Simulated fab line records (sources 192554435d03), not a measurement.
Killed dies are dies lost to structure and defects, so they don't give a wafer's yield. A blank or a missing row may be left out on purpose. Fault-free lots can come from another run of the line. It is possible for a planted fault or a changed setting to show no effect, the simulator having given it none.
Split-lot study	flow n5_finfet	route with 1938 steps; 7 lots, 21 wafers read

== ABOUT THE SPLIT ==
At N5_MOL_CONTACT_COAG_ETCHBACK_134 (etches SiO2 in CHF3, target depth 10 nm, time 6.7 s), the setting time_s was moved away from the recipe's 6.7 s on 10 of the 21 wafers read, by -21.9% to +15.7%. For the rest of the wafers, this setting stayed at what the recipe calls for.

Reading taken at the split's own step.

== THE READING ==
CAR-EUV_of_MOL_CONTACT_COAG_COAT_34.thk_nm (the simulator's own value, which no gauge read), in nm, at N5_MOL_CONTACT_COAG_ETCHBACK_134 (etches SiO2 in CHF3, target depth 10 nm, time 6.7 s). The file gives no usual value for it. Average 15.4 nm, standard deviation 0.077 nm, over the 11 wafers here run with the recipe.

wafer	tool, chamber at the split	time_s as run, s	against the recipe	CAR-EUV_of_MOL_CONTACT_COAG_COAT_34.thk_nm, nm	against lot-mates on the recipe
L074.3	rie_diel-01, 1	7.755	+15.7%	15.4	no lot-mate on the recipe
L074.4	rie_diel-01, 1	7.755	+15.7%	15.4	no lot-mate on the recipe
L074.6	rie_diel-01, 0	7.755	+15.7%	15.2	no lot-mate on the recipe
L076.4	rie_diel-05, 1,3	7.516	+12.2%	15.2	-0.2
L076.6	rie_diel-05, 1,3	7.516	+12.2%	15.2	-0.2
L076.5	rie_diel-05, 0	6.7	recipe	15.4	-
L079.3	rie_diel-03, 2	6.7	recipe	15.2	-
L079.5	rie_diel-03, 1,2	6.7	recipe	15.4	-
L079.6	rie_diel-03, 1,2	6.7	recipe	15.4	-
L085.1	rie_diel-01, 0	5.249	-21.7%	15.6	+0.4
L085.2	rie_diel-01, 1	6.7	recipe	15.2	-
L085.6	rie_diel-01, 1	5.249	-21.7%	15.8	+0.6
L093.4	rie_diel-05, 1,0	6.7	recipe	15.4	-
L093.5	rie_diel-05, 1,0	6.7	recipe	15.4	-
L093.6	rie_diel-05, 2	5.23	-21.9%	15.8	+0.4
L095.1	rie_diel-03, 2,3	6.7	recipe	15.4	-
L095.2	rie_diel-03, 2,3	6.7	recipe	15.4	-
L095.3	rie_diel-03, 0	7.293	+8.9%	15.2	-0.2
L096.4	rie_diel-05, 1,0	6.7	recipe	15.4	-
L096.6	rie_diel-05, 1,0	6.7	recipe	15.4	-
L096.5	rie_diel-05, 1	7.127	+6.4%	15.2	-0.2
Rows listing several chambers each stand for several wafers; the file does not say which wafer went through which chamber.

FIT RESULTS
A straight line over all 21 wafers: CAR-EUV_of_MOL_CONTACT_COAG_COAT_34.thk_nm changes by -0.0127 nm for each +1% of time_s; r = -0.81; the points scatter about the line by 0.11 nm.
The same after taking each lot's own level away (the mean of its wafers on the recipe; 18 wafers): -0.0208 nm for each +1%; r = -0.96; scatter 0.064 nm.
According to that fit, moving time_s by its largest amount changes the reading by 0.46 nm.
Measured against the standard deviation above, the lots' own levels, which go from 15.20 to 15.40 nm, span 2.6 times it.
Thus the slope moves with the lot-to-lot level: the two fits are different.
Check: +0.486 nm against its lot-mates is what the line predicts for one of the wafers moved furthest among these (-21.9%) when that wafer is left out of the fit. It came out at +0.4 nm against them.

== THESE WAFERS: OTHER SPLITS ==
These wafers also went through other splits before the reading. Each is held against what the fit with the lots' levels taken away leaves over:
other split on the same wafers	wafers away from the commonest value	r with CAR-EUV_of_MOL_CONTACT_COAG_COAT_34.thk_nm (lot level and that fit taken away)
N5_HKMG_FIN_EXPOSE_46 dose_mj	6	-0.12
N5_HKMG_FIN_ETCH_55 bias_w	7	-0.39
N5_GATE_CUT_ETCH_58 time_s	6	-0.13
N5_MOL_CONTACT_COAG_ALD_27 time_s	8	-0.19

== FILE'S OWN FIT ==
CAR-EUV_of_MOL_CONTACT_COAG_COAT_34.thk_nm changes by -0.0206 nm for each +1% of time_s, r = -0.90.
